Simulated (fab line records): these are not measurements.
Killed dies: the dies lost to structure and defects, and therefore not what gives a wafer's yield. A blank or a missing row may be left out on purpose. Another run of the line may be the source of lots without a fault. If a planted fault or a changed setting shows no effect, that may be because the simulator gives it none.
Chamber matching + flow n5_finfet + rie_diel-06 running N5_BEOL_M6_ETCH_62: 4 sister chambers
The step etches SOC in N2/H2, target depth 110 nm, overetch 22 nm, time 165 s. 16 wafers are shown with their chamber, then 8 later ones without.

## WAFERS WITH THEIR CHAMBER
| wafer  | chamber | drypump_motor_current_A (A) | showerhead_plenum_p_Torr (Torr) | oes_product_au (a.u.) |
|--------|---------|-----------------------------|---------------------------------|-----------------------|
| L076.4 | 1       | 6.4                         | 2.71                            | 0.75                  |
| L076.5 | 0       | 5.2                         | 2.62                            | 0.60                  |
| L076.6 | 3       | 5.1                         | 2.48                            | 0.71                  |
| L079.2 | 3       | 5.1                         | 2.47                            | 0.70                  |
| L079.4 | 2       | 5.8                         | 2.57                            | 0.70                  |
| L079.5 | 1       | 6.4                         | 2.70                            | 0.74                  |
| L082.1 | 0       | 5.2                         | 2.61                            | 0.59                  |
| L082.3 | 2       | 5.8                         | 2.57                            | 0.69                  |
| L082.4 | 1       | 6.3                         | 2.70                            | 0.73                  |
| L084.1 | 1       | 6.3                         | 2.70                            | 0.72                  |
| L084.2 | 3       | 5.1                         | 2.47                            | 0.70                  |
| L084.5 | 0       | 5.2                         | 2.61                            | 0.59                  |
| L091.3 | 3       | 5.1                         | 2.47                            | 0.69                  |
| L091.4 | 1       | 6.3                         | 2.69                            | 0.71                  |
| L091.6 | 2       | 5.8                         | 2.56                            | 0.67                  |
| L092.2 | 2       | 5.8                         | 2.56                            | 0.68                  |

SIGNATURES (averages over the wafers above)
| reading                  | chamber 0 | chamber 1 | chamber 2 | chamber 3 | scatter within a chamber |
|--------------------------|-----------|-----------|-----------|-----------|--------------------------|
| drypump_motor_current_A  | 5.200     | 6.340     | 5.800     | 5.100     | 0.0316                   |
| showerhead_plenum_p_Torr | 2.6133    | 2.7000    | 2.5650    | 2.4725    | 0.00607                  |
| oes_product_au           | 0.5933    | 0.7300    | 0.6850    | 0.7000    | 0.0121                   |
Rule: a wafer's distance from a chamber is the root of the sum, over the readings, of the square of ((its reading less the chamber's mean) divided by the reading's scatter). The wafer belongs to the nearest chamber; if the next one is less than 2 further off, it can't be placed. The scatter: take each reading less its chamber's mean, square it, sum over the shown wafers, divide by the number of wafers less the number of chambers, and take the root.

## WAFERS WHOSE CHAMBER IS MISSING
| wafer  | drypump_motor_current_A (A) | showerhead_plenum_p_Torr (Torr) | oes_product_au (a.u.) |
|--------|-----------------------------|---------------------------------|-----------------------|
| L092.3 | 6.4                         | 2.69                            | 0.71                  |
| L092.5 | 5.1                         | 2.46                            | 0.69                  |
| L094.2 | 5.1                         | 2.46                            | 0.68                  |
| L094.4 | 5.1                         | 2.46                            | 0.69                  |
| L094.5 | 6.4                         | 2.69                            | 0.70                  |
| L096.3 | 6.3                         | 2.69                            | 0.69                  |
| L096.5 | 5.8                         | 2.55                            | 0.67                  |
| L096.6 | 5.1                         | 2.46                            | 0.68                  |

## WHICH CHAMBER EACH ONE RAN IN
| wafer  | from the rows above | in truth |
|--------|---------------------|----------|
| L092.3 | 1                   | 1        |
| L092.5 | 3                   | 3        |
| L094.2 | 3                   | 3        |
| L094.4 | 3                   | 3        |
| L094.5 | 1                   | 1        |
| L096.3 | 1                   | 1        |
| L096.5 | 2                   | 2        |
| L096.6 | 3                   | 3        |
Placed correctly: 8 of 8. Can't be placed from these rows: 0. Number placed wrongly: 0.
